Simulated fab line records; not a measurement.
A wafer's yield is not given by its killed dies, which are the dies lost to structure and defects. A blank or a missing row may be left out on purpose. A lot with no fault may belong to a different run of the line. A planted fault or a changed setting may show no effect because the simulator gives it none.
fab line records	flow n5-finfet
record lots=24	wafers=72	last-day=19
route steps=1938 shown BEOL_M0_SAQP@632
lots that met no fault: from a run of the same line without faults
start-h: start of the lot's first displayed wafer, in hours after the record's first day	wait-h: how many hours have passed since the lot's step before this one	" same as the row above	L1.1+2: several wafers, shown together as one row	- no value, or no start given	* or withheld: withheld	< > ~ a bound
route shown NAME@n: a module of which the file shows steps, and the number in the route of the first	usual: mean/standard deviation taken from wafers without a fault	same: alike in all rows	chamber/n: place in a boat	sites: readings site by site	_std_site: the values' standard deviation	_edge_site: inner sites' mean taken away from outer sites' mean	radius-mm: for every site, how far away it sits from the centre of the wafer	mask NAME#n: copy n	behind: tool/chamber where the wafer was last shaped	hold: what put the lot on hold/how long, in hours/how the hold closed	device: the transistor (n, p or np) that didn't switch	end of line: the same wafers' tests at the end of the route	for a step that has no rows: nothing shown but its recipe	killed: dies that structure and defects cost at the first sort, which is not the same as the wafer's yield	map: the dies of a wafer, with x for killed, . for not killed, _ for no die there
set.NAME: the setting the step ran with; set.NAME@STEP: the setting that earlier step ran with	model.NAME: the simulator's own value behind a step, which no gauge read
one table for each step of the route and one row for each wafer, over a sample of lots
services: the hour from which a tool's chamber was out of use, counted from the record's first day as start-h (under 0 if before that day), plus the number of hours and why
## steps
# step N5_BEOL_M0_SAQP_PECVD_00
# recipe material=SiCN	target-thk-a=80	temp-c=withheld	precursor=3MS/NH3	pressure-torr=3	rf-w=202	time-s=14
# usual showerhead-plenum-p-Torr=3.674/0.0084	throttle-valve-pct=9.3/0.42
# same time-s=14
lot.wafer	tool	chamber	start-h	wait-h	showerhead-plenum-p-Torr	throttle-valve-pct
L074.2	pecvd-02	0	105.79	0.2	3.675	8.7
L074.3	"	1	"	"	3.675	9.7
L074.5	"	2	"	"	3.672	9.6
L075.3	pecvd-03	0	110.19	0.1	3.691	9.1
L075.4	"	2	"	"	3.662	8.6
L075.6	"	1	"	"	3.674	9.2
L076.1	pecvd-03	0	126.60	0.2	3.687	9.2
L076.5	"	2	"	"	3.664	8.4
L076.6	"	0	"	"	3.691	9.2
L077.1	pecvd-02	2	133.02	0.2	3.678	9.9
L077.2	"	0	"	"	3.668	8.9
L077.5	"	0	"	"	3.684	8.8
L078.2	pecvd-02	2	136.06	0.2	3.677	9.9
L078.3	"	1	"	"	3.669	9.7
L078.6	"	0	"	"	3.685	8.9
L079.1	pecvd-03	1	143.48	0.2	3.673	9.3
L079.2	"	0	"	"	3.678	9.0
L079.3	"	2	"	"	3.667	8.7
L080.1	pecvd-01	0	146.56	0.2	3.679	9.3
L080.3	"	1	"	"	3.662	9.8
L080.4	"	2	"	"	3.665	8.7
L081.1	pecvd-02	2	150.34	0.2	3.670	9.7
L081.2	"	0	"	"	3.679	9.1
L081.4	"	2	"	"	3.672	9.6
L082.1	pecvd-02	1	154.23	0.2	3.671	9.7
L082.2	"	0	"	"	3.683	9.1
L082.5	"	0	"	"	3.689	9.0
L083.1	pecvd-02	2	160.11	0.2	3.678	9.6
L083.2	"	0	"	"	3.687	9.0
L083.5	"	0	"	"	3.675	9.1
L084.2	pecvd-03	2	167.57	0.2	3.663	8.7
L084.4	"	1	"	"	3.675	9.1
L084.6	"	0	"	"	3.681	9.3
L085.3	pecvd-01	2	173.91	0.1	3.674	8.6
L085.5	"	0	"	"	3.681	9.6
L085.6	"	1	"	"	3.669	9.9
L086.1	pecvd-01	2	182.93	0.2	3.663	8.8
L086.2	"	0	"	"	3.681	9.7
L086.4	"	0	"	"	3.687	9.7
L087.4	pecvd-03	2	185.94	0.1	3.660	8.7
L087.5	"	0	"	"	3.682	9.2
L087.6	"	1	"	"	3.674	9.4
L088.1	pecvd-03	0	192.36	0.2	3.682	9.0
L088.2	"	1	"	"	3.681	9.2
L088.4	"	2	"	"	3.675	8.7
L089.1	pecvd-01	0	197.37	0.2	3.678	9.4
L089.3	"	2	"	"	3.668	8.9
L089.5	"	1	"	"	3.670	9.8
L090.1	pecvd-03	2	200.37	0.2	3.674	8.7
L090.2	"	1	"	"	3.674	9.0
L090.4	"	0	"	"	3.687	9.1
L091.1	pecvd-02	1	210.46	0.2	3.684	9.8
L091.3	"	0	"	"	3.675	8.9
L091.6	"	0	"	"	3.682	9.1
L092.3	pecvd-01	1	216.42	0.1	3.665	9.8
L092.4	"	2	"	"	3.662	8.9
L092.5	"	0	"	"	3.681	9.5
L093.1	pecvd-02	0	224.49	0.2	3.683	9.3
L093.3	"	1	"	"	3.681	9.4
L093.5	"	0	"	"	3.686	9.1
L094.1	pecvd-01	0	228.50	0.2	3.680	9.5
L094.2	"	2	"	"	3.671	8.7
L094.5	"	2	"	"	3.683	8.7
L095.1	pecvd-01	0	234.14	0.2	3.676	9.5
L095.5	"	2	"	"	3.659	8.8
L095.6	"	1	"	"	3.667	9.8
L096.3	pecvd-02	2	241.83	0.1	3.671	8.7
L096.5	"	0	"	"	3.676	9.0
L096.6	"	2	"	"	3.670	8.6
L097.1	pecvd-03	2	245.08	0.2	3.676	8.9
L097.3	"	0	"	"	3.682	9.4
L097.5	"	0	"	"	3.690	9.3
# step N5_BEOL_M0_SAQP_ILD_DEP_01
# recipe material=SiOC	target-thk-a=454.19	temp-c=350	precursor=DEMS/O2	pressure-torr=5	rf-w=500	time-s=8.7
# usual heater-power-w=502/85	showerhead-plenum-p-Torr=5.702/0.012	throttle-valve-pct=12.2/0.53
# same time-s=8.7
lot.wafer	tool	chamber	start-h	wait-h	heater-power-w	showerhead-plenum-p-Torr	throttle-valve-pct
L074.2	pecvd-02	0	105.82	0.0	538	5.702	11.6
L074.3	"	1	"	"	448	5.708	12.6
L074.5	"	2	"	"	522	5.679	12.8
L075.3	pecvd-03	0	110.21	0.0	464	5.724	11.9
L075.4	"	2	"	"	490	5.698	11.6
L075.6	"	1	"	"	444	5.697	12.2
L076.1	pecvd-03	0	126.63	0.0	459	5.720	12.0
L076.5	"	2	"	"	488	5.693	11.6
L076.6	"	0	"	"	456	5.712	12.1
L077.1	pecvd-02	2	133.05	0.0	490	5.708	12.8
L077.2	"	0	"	"	557	5.712	11.6
L077.5	"	0	"	"	558	5.695	11.7
L078.2	pecvd-02	2	136.09	0.0	501	5.699	12.8
L078.3	"	1	"	"	418	5.693	12.7
L078.6	"	0	"	"	527	5.691	11.9
L079.1	pecvd-03	1	143.51	0.0	443	5.710	12.0
L079.2	"	0	"	"	476	5.708	12.2
L079.3	"	2	"	"	509	5.700	11.5
L080.1	pecvd-01	0	146.58	0.0	457	5.701	12.5
L080.3	"	1	"	"	675	5.686	13.2
L080.4	"	2	"	"	678	5.695	11.7
L081.1	pecvd-02	2	150.37	0.0	473	5.690	12.4
L081.2	"	0	"	"	497	5.695	11.7
L081.4	"	2	"	"	477	5.698	12.7
L082.1	pecvd-02	1	154.25	0.0	388	5.691	12.7
L082.2	"	0	"	"	542	5.705	11.8
L082.5	"	0	"	"	559	5.720	11.9
L083.1	pecvd-02	2	160.14	0.0	478	5.708	12.5
L083.2	"	0	"	"	573	5.711	11.9
L083.5	"	0	"	"	569	5.705	11.8
L084.2	pecvd-03	2	167.59	0.0	507	5.698	11.3
L084.4	"	1	"	"	421	5.694	12.1
L084.6	"	0	"	"	413	5.701	12.0
L085.3	pecvd-01	2	173.94	0.0	612	5.692	11.8
L085.5	"	0	"	"	450	5.712	12.7
L085.6	"	1	"	"	742	5.696	13.1
L086.1	pecvd-01	2	182.95	0.0	621	5.675	11.6
L086.2	"	0	"	"	513	5.703	12.6
L086.4	"	0	"	"	528	5.716	12.7
L087.4	pecvd-03	2	185.96	0.0	531	5.696	11.7
L087.5	"	0	"	"	472	5.714	12.1
L087.6	"	1	"	"	386	5.697	12.0
L088.1	pecvd-03	0	192.39	0.0	467	5.725	12.3
L088.2	"	1	"	"	415	5.715	12.2
L088.4	"	2	"	"	462	5.714	11.5
L089.1	pecvd-01	0	197.39	0.0	424	5.702	12.4
L089.3	"	2	"	"	543	5.689	12.0
L089.5	"	1	"	"	627	5.678	13.0
L090.1	pecvd-03	2	200.39	0.0	503	5.689	11.7
L090.2	"	1	"	"	412	5.712	12.0
L090.4	"	0	"	"	431	5.717	11.8
L091.1	pecvd-02	1	210.50	0.0	408	5.708	12.9
L091.3	"	0	"	"	478	5.717	11.9
L091.6	"	0	"	"	481	5.703	11.9
L092.3	pecvd-01	1	216.45	0.0	671	5.701	13.0
L092.4	"	2	"	"	627	5.699	11.8
L092.5	"	0	"	"	497	5.711	12.9
L093.1	pecvd-02	0	224.53	0.0	555	5.694	11.9
L093.3	"	1	"	"	416	5.711	12.8
L093.5	"	0	"	"	557	5.708	11.9
L094.1	pecvd-01	0	228.53	0.0	503	5.724	12.6
L094.2	"	2	"	"	636	5.698	11.7
L094.5	"	2	"	"	661	5.680	11.7
L095.1	pecvd-01	0	234.17	0.0	517	5.714	12.6
L095.5	"	2	"	"	639	5.689	11.3
L095.6	"	1	"	"	604	5.702	13.0
L096.3	pecvd-02	2	241.85	0.0	506	5.696	11.3
L096.5	"	0	"	"	474	5.715	11.9
L096.6	"	2	"	"	490	5.692	11.4
L097.1	pecvd-03	2	245.10	0.0	510	5.684	11.8
L097.3	"	0	"	"	451	5.714	11.7
L097.5	"	0	"	"	466	5.724	12.0
# step N5_BEOL_M0_SAQP_PECVD_97
# recipe material=SiNx	target-thk-a=230	temp-c=350	precursor=SiH4/NH3/N2	pressure-torr=1.5	rf-w=300	time-s=19.9
# usual heater-power-w=566/86	showerhead-plenum-p-Torr=5.18/0.034	throttle-valve-pct=41.1/1.8
# same time-s=19.9
lot.wafer	tool	chamber	start-h	wait-h	heater-power-w	showerhead-plenum-p-Torr	throttle-valve-pct
L074.2	pecvd-02	2	106.07	0.0	579	5.19	42.4
L074.3	"	1	"	"	492	5.18	42.8
L074.5	"	1	"	"	495	5.17	42.8
L075.3	pecvd-03	0	110.46	0.0	565	5.23	40.0
L075.4	"	2	"	"	540	5.16	38.4
L075.6	"	0	"	"	542	5.25	40.0
L076.1	pecvd-01	0	131.56	0.0	591	5.22	41.9
L076.5	"	0	"	"	589	5.21	41.8
L076.6	"	1	"	"	752	5.14	43.6
L077.1	pecvd-02	1	134.78	0.0	507	5.17	42.8
L077.2	"	2	"	"	510	5.19	42.3
L077.5	"	2	"	"	504	5.18	42.4
L078.2	pecvd-01	2	138.49	0.0	636	5.14	38.7
L078.3	"	1	"	"	679	5.14	43.3
L078.6	"	0	"	"	542	5.22	41.9
L079.1	pecvd-01	2	145.61	0.0	755	5.13	38.5
L079.2	"	1	"	"	731	5.15	43.7
L079.3	"	0	"	"	558	5.20	42.5
L080.1	pecvd-02	1	148.85	0.0	519	5.16	42.4
L080.3	"	2	"	"	580	5.18	42.1
L080.4	"	0	"	"	550	5.23	39.9
L081.1	pecvd-01	1	152.24	0.0	731	5.14	43.8
L081.2	"	0	"	"	522	5.22	41.9
L081.4	"	1	"	"	713	5.14	43.6
L082.1	pecvd-03	1	156.53	0.0	427	5.17	40.1
L082.2	"	2	"	"	498	5.15	38.5
L082.5	"	1	"	"	438	5.17	40.6
L083.1	pecvd-02	0	160.39	0.0	535	5.21	39.6
L083.2	"	1	"	"	501	5.18	42.8
L083.5	"	1	"	"	476	5.17	42.7
L084.2	pecvd-02	0	171.43	0.0	594	5.22	39.9
L084.4	"	0	"	"	596	5.23	39.6
L084.6	"	1	"	"	485	5.16	42.5
L085.3	pecvd-02	1	174.93	0.0	487	5.16	42.5
L085.5	"	0	"	"	580	5.22	39.6
L085.6	"	1	"	"	499	5.18	42.7
L086.1	pecvd-02	2	185.16	0.0	587	5.18	42.1
L086.2	"	0	"	"	583	5.22	39.7
L086.4	"	2	"	"	565	5.19	42.2
L087.4	pecvd-01	1	186.61	0.0	777	5.15	43.3
L087.5	"	0	"	"	548	5.23	42.1
L087.6	"	2	"	"	747	5.14	38.8
L088.1	pecvd-03	0	192.83	0.0	523	5.26	40.2
L088.2	"	1	"	"	510	5.17	40.2
L088.4	"	2	"	"	502	5.17	38.3
L089.1	pecvd-03	0	197.86	0.0	439	5.24	40.2
L089.3	"	2	"	"	581	5.16	38.9
L089.5	"	2	"	"	584	5.15	38.8
L090.1	pecvd-02	2	202.23	0.0	570	5.18	42.6
L090.2	"	1	"	"	446	5.17	42.6
L090.4	"	2	"	"	570	5.19	42.4
L091.1	pecvd-02	1	211.23	0.0	437	5.16	42.4
L091.3	"	1	"	"	426	5.16	42.5
L091.6	"	0	"	"	587	5.22	39.8
L092.3	pecvd-01	1	217.23	0.0	741	5.13	43.4
L092.4	"	1	"	"	725	5.13	44.0
L092.5	"	0	"	"	573	5.23	42.4
L093.1	pecvd-01	2	224.87	0.0	647	5.15	38.8
L093.3	"	0	"	"	519	5.22	42.4
L093.5	"	2	"	"	642	5.14	38.8
L094.1	pecvd-02	1	231.06	0.0	437	5.16	42.7
L094.2	"	0	"	"	584	5.21	40.0
L094.5	"	0	"	"	576	5.22	39.6
L095.1	pecvd-02	1	235.20	0.0	502	5.16	42.5
L095.5	"	0	"	"	645	5.22	39.9
L095.6	"	2	"	"	541	5.17	38.2
L096.3	pecvd-02	0	242.80	0.0	602	5.22	40.1
L096.5	"	0	"	"	589	5.22	40.1
L096.6	"	1	"	"	514	5.16	42.7
L097.1	pecvd-02	0	245.70	0.0	555	5.22	39.9
L097.3	"	1	"	"	519	5.17	42.4
L097.5	"	2	"	"	514	5.17	37.8
# step N5_BEOL_M0_SAQP_HM_DEP_111
# recipe material=SiO2	target-thk-a=120	temp-c=400	precursor=SiH4/N2O	pressure-torr=0.75	rf-w=275	time-s=7.2
# usual heater-power-w=816/140	showerhead-plenum-p-Torr=8.23/0.073
# same time-s=7.2
lot.wafer	tool	chamber	start-h	wait-h	heater-power-w	showerhead-plenum-p-Torr
L074.2	pecvd-03	2	106.24	0.0	738	8.21
L074.3	"	0	"	"	731	8.38
L074.5	"	2	"	"	757	8.17
L075.3	pecvd-03	0	110.63	0.0	652	8.34
L075.4	"	1	"	"	631	8.21
L075.6	"	0	"	"	649	8.38
L076.1	pecvd-03	2	131.79	0.0	767	8.19
L076.5	"	0	"	"	673	8.37
L076.6	"	2	"	"	814	8.19
L077.1	pecvd-01	1	134.95	0.0	1074	8.16
L077.2	"	2	"	"	853	8.15
L077.5	"	1	"	"	1090	8.13
L078.2	pecvd-02	1	138.66	0.0	675	8.20
L078.3	"	0	"	"	837	8.31
L078.6	"	0	"	"	824	8.30
L079.1	pecvd-02	0	145.79	0.0	755	8.31
L079.2	"	2	"	"	791	8.24
L079.3	"	1	"	"	719	8.21
L080.1	pecvd-01	1	149.02	0.0	1104	8.14
L080.3	"	2	"	"	891	8.17
L080.4	"	1	"	"	1108	8.15
L081.1	pecvd-03	1	152.41	0.0	598	8.22
L081.2	"	2	"	"	767	8.18
L081.4	"	1	"	"	613	8.21
L082.1	pecvd-02	2	156.71	0.0	804	8.23
L082.2	"	0	"	"	899	8.30
L082.5	"	1	"	"	642	8.22
L083.1	pecvd-01	2	160.56	0.0	928	8.16
L083.2	"	0	"	"	819	8.32
L083.5	"	1	"	"	1123	8.15
L084.2	pecvd-01	2	171.62	0.0	922	8.16
L084.4	"	0	"	"	730	8.31
L084.6	"	2	"	"	933	8.16
L085.3	pecvd-03	1	175.13	0.1	598	8.18
L085.5	"	1	"	"	610	8.21
L085.6	"	2	"	"	854	8.20
L086.1	pecvd-01	0	185.34	0.0	714	8.34
L086.2	"	2	"	"	891	8.16
L086.4	"	1	"	"	1122	8.14
L087.4	pecvd-02	0	186.79	0.1	886	8.30
L087.5	"	1	"	"	655	8.22
L087.6	"	2	"	"	811	8.21
L088.1	pecvd-01	0	193.00	0.0	817	8.33
L088.2	"	1	"	"	1075	8.14
L088.4	"	1	"	"	1078	8.16
L089.1	pecvd-02	1	198.04	0.0	708	8.17
L089.3	"	0	"	"	810	8.31
L089.5	"	0	"	"	830	8.32
L090.1	pecvd-01	2	202.42	0.0	1016	8.17
L090.2	"	1	"	"	935	8.15
L090.4	"	1	"	"	941	8.14
L091.1	pecvd-01	0	211.46	0.0	796	8.31
L091.3	"	2	"	"	970	8.15
L091.6	"	0	"	"	766	8.31
L092.3	pecvd-02	0	217.43	0.1	766	8.30
L092.4	"	1	"	"	681	8.22
L092.5	"	1	"	"	674	8.20
L093.1	pecvd-02	0	225.04	0.0	853	8.31
L093.3	"	0	"	"	853	8.29
L093.5	"	0	"	"	836	8.31
L094.1	pecvd-01	1	231.29	0.0	1087	8.14
L094.2	"	0	"	"	695	8.31
L094.5	"	2	"	"	954	8.16
L095.1	pecvd-01	2	235.37	0.0	995	8.15
L095.5	"	0	"	"	761	8.32
L095.6	"	2	"	"	1013	8.14
L096.3	pecvd-03	1	242.97	0.0	660	8.21
L096.5	"	0	"	"	743	8.36
L096.6	"	1	"	"	681	8.22
L097.1	pecvd-03	1	245.88	0.0	637	8.22
L097.3	"	0	"	"	653	8.37
L097.5	"	2	"	"	814	8.17
# step N5_BEOL_M0_SAQP_ETCH_83
# recipe chemistry=CF4	target=SiARC	target-depth-a=390	mask-material=CAR-ArF	time-s=65	ion-energy-ev=80	pressure-mtorr=40	source-w=545	bias-w=36	Ar_flow_sccm=100	cf4-flow-sccm=100	ends=cleared
# usual drypump-motor-current-A=5.73/0.28	etch-rf-on-time-s=65.3/2.2	mfc-ar-sccm=99.9/0.32	oes-product-au=0.66/0.058	rf-vpp-V=183.9/1.1	showerhead-plenum-p-Torr=2.13/0.069	throttle-valve-pct=15.62/0.26
lot.wafer	tool	chamber	start-h	wait-h	drypump-motor-current-A	etch-rf-on-time-s	mfc-ar-sccm	oes-product-au	rf-hours-counter-h	rf-vpp-V	showerhead-plenum-p-Torr	throttle-valve-pct
L074.2	rie-diel-01	2	106.68	0.0	5.66	64.4	100.7	0.62	187	183.4	2.20	15.74
L074.3	"	1	"	"	6.11	66.6	99.9	0.73	44	183.4	2.17	15.47
L074.5	"	2	"	"	5.67	64.8	100.3	0.63	-	184.1	2.20	15.74
L075.3	rie-diel-05	3	111.20	0.0	5.76	62.2	99.5	0.75	65	183.9	2.09	15.22
L075.4	"	1	"	"	5.18	65.7	99.6	0.64	152	183.4	2.06	15.86
L075.6	"	1	"	"	5.19	65.6	99.6	0.63	-	184.6	2.06	15.86
L076.1	rie-diel-01	1	132.36	0.0	6.10	65.8	100.6	0.72	51	184.7	2.17	15.48
L076.5	"	1	"	"	6.11	66.5	99.7	0.72	-	185.0	2.17	15.48
L076.6	"	0	"	"	5.67	65.3	99.6	0.73	-	184.5	2.09	15.12
L077.1	rie-diel-05	0	135.40	0.0	5.80	66.8	100.3	0.62	171	183.4	2.12	15.70
L077.2	"	3	"	"	5.75	62.5	99.4	0.74	72	182.8	2.09	15.24
L077.5	"	3	"	"	5.77	62.4	99.9	0.74	-	183.7	2.09	15.24
L078.2	rie-diel-05	3	139.10	0.0	5.76	61.6	99.9	0.74	73	183.3	2.09	15.24
L078.3	"	2	"	"	5.66	68.4	100.0	0.60	220	183.4	2.12	16.01
L078.6	"	2	"	"	5.65	68.9	100.0	0.59	-	183.4	2.12	16.01
L079.1	rie-diel-06	1	146.42	0.0	6.29	62.5	99.9	0.65	201	184.6	2.05	15.47
L079.2	"	2	"	"	6.01	65.0	99.8	0.64	114	183.5	2.06	15.62
L079.3	"	0	"	"	5.90	65.4	100.0	0.65	138	184.9	2.24	15.68
L080.1	rie-diel-01	0	149.73	0.0	5.60	65.6	99.7	0.71	56	183.2	2.09	15.13
L080.3	"	3	"	"	5.85	62.9	99.7	0.60	256	184.0	2.20	15.72
L080.4	"	1	"	"	6.13	66.4	99.9	0.71	-	185.0	2.16	15.49
L081.1	rie-diel-06	3	152.98	0.0	5.41	66.8	99.8	0.72	40	184.4	2.28	15.67
L081.2	"	1	"	"	6.21	62.6	99.7	0.65	202	183.2	2.05	15.46
L081.4	"	2	"	"	6.01	65.0	99.8	0.65	116	181.4	2.06	15.61
L082.1	rie-diel-05	0	157.27	0.0	5.74	66.2	99.8	0.62	177	183.2	2.12	15.71
L082.2	"	3	"	"	5.77	63.5	100.0	0.73	79	185.5	2.09	15.25
L082.5	"	1	"	"	5.19	66.6	100.5	0.62	-	182.0	2.05	15.89
L083.1	rie-diel-01	1	161.13	0.0	6.15	65.4	99.7	0.72	62	183.8	2.16	15.50
L083.2	"	2	"	"	5.65	63.8	99.9	0.62	201	185.5	2.19	15.76
L083.5	"	1	"	"	6.10	65.7	100.3	0.72	-	183.5	2.16	15.51
L084.2	rie-diel-05	2	172.19	0.0	5.65	69.5	99.3	0.58	232	183.9	2.11	16.04
L084.4	"	1	"	"	5.15	64.9	100.1	0.62	171	182.4	2.05	15.91
L084.6	"	0	"	"	5.77	65.8	100.5	0.63	-	184.8	2.12	15.70
L085.3	rie-diel-05	1	175.70	0.0	5.20	65.5	100.5	0.62	171	183.3	2.05	15.89
L085.5	"	2	"	"	5.66	69.4	100.2	0.59	-	184.2	2.11	16.05
L085.6	"	1	"	"	5.18	65.6	100.2	0.62	-	182.9	2.05	15.91
L086.1	rie-diel-05	3	185.96	0.0	5.75	61.7	99.7	0.74	85	181.7	2.09	15.27
L086.2	"	0	"	"	5.76	65.6	100.0	0.63	186	184.9	2.12	15.73
L086.4	"	0	"	"	5.74	65.6	99.9	0.62	-	184.1	2.12	15.72
L087.4	rie-diel-05	0	187.23	0.0	5.76	66.2	100.0	0.62	-	184.1	2.12	15.73
L087.5	"	3	"	"	5.75	62.1	99.8	0.73	-	183.6	2.09	15.27
L087.6	"	1	"	"	5.16	65.5	99.0	0.62	-	183.2	2.05	15.91
L088.1	rie-diel-01	0	193.57	0.0	5.65	64.5	100.2	0.71	69	182.4	2.08	15.16
L088.2	"	1	"	"	6.12	63.8	100.1	0.72	71	183.4	2.16	15.52
L088.4	"	2	"	"	5.67	63.9	99.9	0.61	-	183.9	2.19	15.79
L089.1	rie-diel-01	3	198.63	0.0	5.86	62.3	99.5	0.84	4	184.0	2.20	15.23
L089.3	"	2	"	"	5.66	64.8	99.9	0.60	211	184.2	2.19	15.79
L089.5	"	3	"	"	5.86	62.0	99.7	0.84	-	184.6	2.20	15.25
L090.1	rie-diel-05	2	202.88	0.0	5.63	70.3	100.3	0.58	236	182.7	2.11	16.02
L090.2	"	1	"	"	5.16	65.9	100.3	0.61	180	184.2	2.05	15.92
L090.4	"	0	"	"	5.79	66.7	100.3	0.61	192	183.1	2.12	15.73
L091.1	rie-diel-05	1	212.04	0.0	5.20	66.4	100.2	0.61	182	184.3	2.05	15.92
L091.3	"	3	"	"	5.75	62.4	99.9	0.72	95	183.3	2.08	15.29
L091.6	"	0	"	"	5.74	67.4	99.8	0.61	-	185.7	2.12	15.73
L092.3	rie-diel-06	2	218.00	0.0	6.02	65.6	100.1	0.64	133	182.6	2.06	15.65
L092.4	"	1	"	"	6.28	63.0	100.1	0.63	219	184.8	2.04	15.51
L092.5	"	3	"	"	5.41	67.5	99.7	0.70	-	185.5	2.27	15.69
L093.1	rie-diel-05	2	225.64	0.0	5.67	71.4	100.0	0.57	244	183.9	2.11	16.06
L093.3	"	0	"	"	5.80	67.9	99.8	0.60	199	184.7	2.11	15.74
L093.5	"	3	"	"	5.76	62.4	100.2	0.71	-	184.0	2.08	15.30
L094.1	rie-diel-06	1	231.85	0.0	6.25	62.5	100.0	0.63	223	182.6	2.04	15.50
L094.2	"	0	"	"	5.87	65.0	100.2	0.63	159	184.4	2.23	15.71
L094.5	"	2	"	"	6.01	65.1	100.3	0.63	-	184.2	2.05	15.66
L095.1	rie-diel-01	0	236.18	0.0	5.65	64.8	99.6	0.70	86	183.6	2.08	15.21
L095.5	"	0	"	"	5.66	64.5	99.4	0.69	-	182.7	2.08	15.21
L095.6	"	3	"	"	5.85	62.7	99.8	0.80	-	185.3	2.20	15.27
L096.3	rie-diel-06	0	243.54	0.0	5.92	65.3	99.3	0.62	163	185.2	2.23	15.72
L096.5	"	1	"	"	6.26	62.9	99.6	0.63	-	182.9	2.04	15.51
L096.6	"	0	"	"	5.90	66.0	99.5	0.63	-	185.6	2.23	15.70
L097.1	rie-diel-06	0	246.44	0.0	5.89	65.7	99.8	0.62	164	185.1	2.23	15.71
L097.3	"	2	"	"	6.03	64.8	100.0	0.62	141	182.6	2.05	15.65
L097.5	"	1	"	"	6.27	63.2	99.5	0.63	-	181.7	2.04	15.51
# step N5_BEOL_M0_SAQP_MANDREL_ETCH_20
# recipe target-depth-a=600	chemistry=HBr/Cl2	target=a-Si	stop-on=SiNx	bt-time-s=10	mask-material=SOC	over-etch-frac=0.5	time-s=30	pressure-mtorr=10	icp-w=800	bias-w=75	HBr_flow_sccm=150	Cl2_flow_sccm=80	ends=end-point
# usual drypump-motor-current-A=5.5/0.32	oes-product-au=0.771/0.014	throttle-valve-pct=35.4/0.48
lot.wafer	tool	chamber	start-h	wait-h	drypump-motor-current-A	oes-product-au	rf-hours-counter-h	throttle-valve-pct
L074.2	rie-si-02	0	106.92	0.0	5.5	0.783	123	35.5
L074.3	"	1	"	"	5.8	0.788	95	35.6
L074.5	"	0	"	"	5.5	0.789	-	35.5
L075.3	rie-si-02	1	111.44	0.0	5.8	0.777	95	35.6
L075.4	"	2	"	"	5.7	0.777	-	36.5
L075.6	"	1	"	"	5.7	0.771	-	35.6
L076.1	rie-si-05	1	132.61	0.0	5.8	0.781	150	36.0
L076.5	"	1	"	"	5.8	0.788	-	36.0
L076.6	"	0	"	"	5.2	0.760	-	35.4
L077.1	rie-si-02	1	135.64	0.0	5.8	0.785	95	35.6
L077.2	"	2	"	"	5.7	0.770	67	36.6
L077.5	"	1	"	"	5.8	0.780	-	35.6
L078.2	rie-si-05	1	139.34	0.0	5.9	0.776	150	36.0
L078.3	"	3	"	"	5.5	0.750	145	35.4
L078.6	"	1	"	"	5.9	0.786	-	36.0
L079.1	rie-si-06	1	146.66	0.0	5.4	0.746	176	35.4
L079.2	"	2	"	"	5.4	0.769	143	35.5
L079.3	"	3	"	"	5.1	0.782	151	35.4
L080.1	rie-si-05	0	149.97	0.0	5.2	0.757	161	35.4
L080.3	"	2	"	"	5.3	0.771	79	34.8
L080.4	"	1	"	"	5.8	0.768	150	36.0
L081.1	rie-si-06	2	153.22	0.0	5.4	0.763	144	35.5
L081.2	"	3	"	"	5.1	0.786	151	35.4
L081.4	"	1	"	"	5.4	0.761	176	35.4
L082.1	rie-si-05	1	157.51	0.0	5.8	0.762	150	36.0
L082.2	"	3	"	"	5.5	0.741	146	35.4
L082.5	"	0	"	"	5.2	0.764	-	35.4
L083.1	rie-si-02	1	161.37	0.0	5.8	0.781	96	35.7
L083.2	"	3	"	"	6.6	0.770	1	35.8
L083.5	"	0	"	"	5.5	0.790	-	35.5
L084.2	rie-si-02	1	172.43	0.0	5.8	0.777	96	35.6
L084.4	"	2	"	"	5.7	0.776	68	36.5
L084.6	"	1	"	"	5.8	0.789	-	35.6
L085.3	rie-si-05	2	175.94	0.0	5.3	0.777	79	34.8
L085.5	"	0	"	"	5.2	0.762	-	35.4
L085.6	"	1	"	"	5.8	0.776	-	36.0
L086.1	rie-si-06	1	186.20	0.0	5.4	0.752	177	35.4
L086.2	"	2	"	"	5.4	0.757	144	35.5
L086.4	"	3	"	"	5.1	0.783	152	35.5
L087.4	rie-si-05	3	187.45	0.0	5.5	0.751	146	35.4
L087.5	"	0	"	"	5.2	0.772	-	35.3
L087.6	"	3	"	"	5.5	0.753	-	35.4
L088.1	rie-si-06	0	193.81	0.0	5.7	0.759	109	34.6
L088.2	"	2	"	"	5.4	0.744	144	35.5
L088.4	"	3	"	"	5.1	0.779	152	35.5
L089.1	rie-si-05	1	198.87	0.0	5.8	0.764	151	36.0
L089.3	"	2	"	"	5.3	0.768	80	34.8
L089.5	"	1	"	"	5.8	0.772	-	36.0
L090.1	rie-si-06	1	203.12	0.0	5.4	0.742	177	35.4
L090.2	"	0	"	"	5.8	0.769	109	34.5
L090.4	"	2	"	"	5.4	0.759	145	35.5
L091.1	rie-si-02	1	212.28	0.0	5.8	0.795	96	35.6
L091.3	"	2	"	"	5.7	0.796	68	36.5
L091.6	"	0	"	"	5.5	0.787	-	35.5
L092.3	rie-si-05	3	218.24	0.0	5.5	0.763	147	35.4
L092.4	"	0	"	"	5.2	0.762	163	35.4
L092.5	"	1	"	"	5.8	0.784	-	36.0
L093.1	rie-si-06	1	225.88	0.0	5.4	0.744	177	35.4
L093.3	"	0	"	"	5.8	0.780	110	34.5
L093.5	"	2	"	"	5.4	0.752	-	35.5
L094.1	rie-si-06	3	232.09	0.0	5.1	0.786	153	35.4
L094.2	"	0	"	"	5.8	0.764	110	34.6
L094.5	"	2	"	"	5.4	0.769	-	35.5
L095.1	rie-si-05	2	236.42	0.0	5.3	0.780	80	34.8
L095.5	"	1	"	"	5.8	0.770	-	36.0
L095.6	"	2	"	"	5.3	0.780	-	34.8
L096.3	rie-si-06	3	243.78	0.0	5.1	0.788	153	35.5
L096.5	"	1	"	"	5.4	0.758	-	35.4
L096.6	"	0	"	"	5.7	0.781	-	34.5
L097.1	rie-si-06	2	246.69	0.0	5.4	0.763	145	35.5
L097.3	"	3	"	"	5.0	0.783	153	35.5
L097.5	"	1	"	"	5.4	0.760	-	35.4
## services
tool	chamber	start-h	hours	kind
rie-diel-05	2	86.52	6.5	repair
rie-si-02	3	88.46	1.3	repair
pecvd-02	-	92.64	0.8	repair
rie-si-02	1	94.85	5.3	repair
pecvd-01	2	99.15	4.5	repair
pecvd-01	-	99.70	0.3	repair
rie-si-02	3	104.93	7.7	repair
rie-si-02	0	116.99	12.4	repair
rie-diel-06	-	132.24	0.2	repair
rie-diel-01	2	137.63	13.2	repair
rie-diel-06	-	142.13	0.4	repair
rie-diel-01	3	145.39	3.7	repair
rie-diel-05	3	162.96	6.1	repair
rie-diel-05	2	176.92	13.9	repair
rie-diel-06	0	177.68	4.9	repair
rie-diel-01	3	191.61	6.5	repair
pecvd-02	2	196.28	4.4	repair
rie-si-06	1	204.91	3.5	repair
rie-diel-01	1	226.27	14.9	repair
rie-diel-01	3	231.16	2.1	repair
rie-si-05	-	241.40	14.6	pm
pecvd-02	-	243.26	0.3	repair
rie-diel-01	1	243.55	4.0	repair
pecvd-03	-	246.62	0.8	repair
## key
fault none
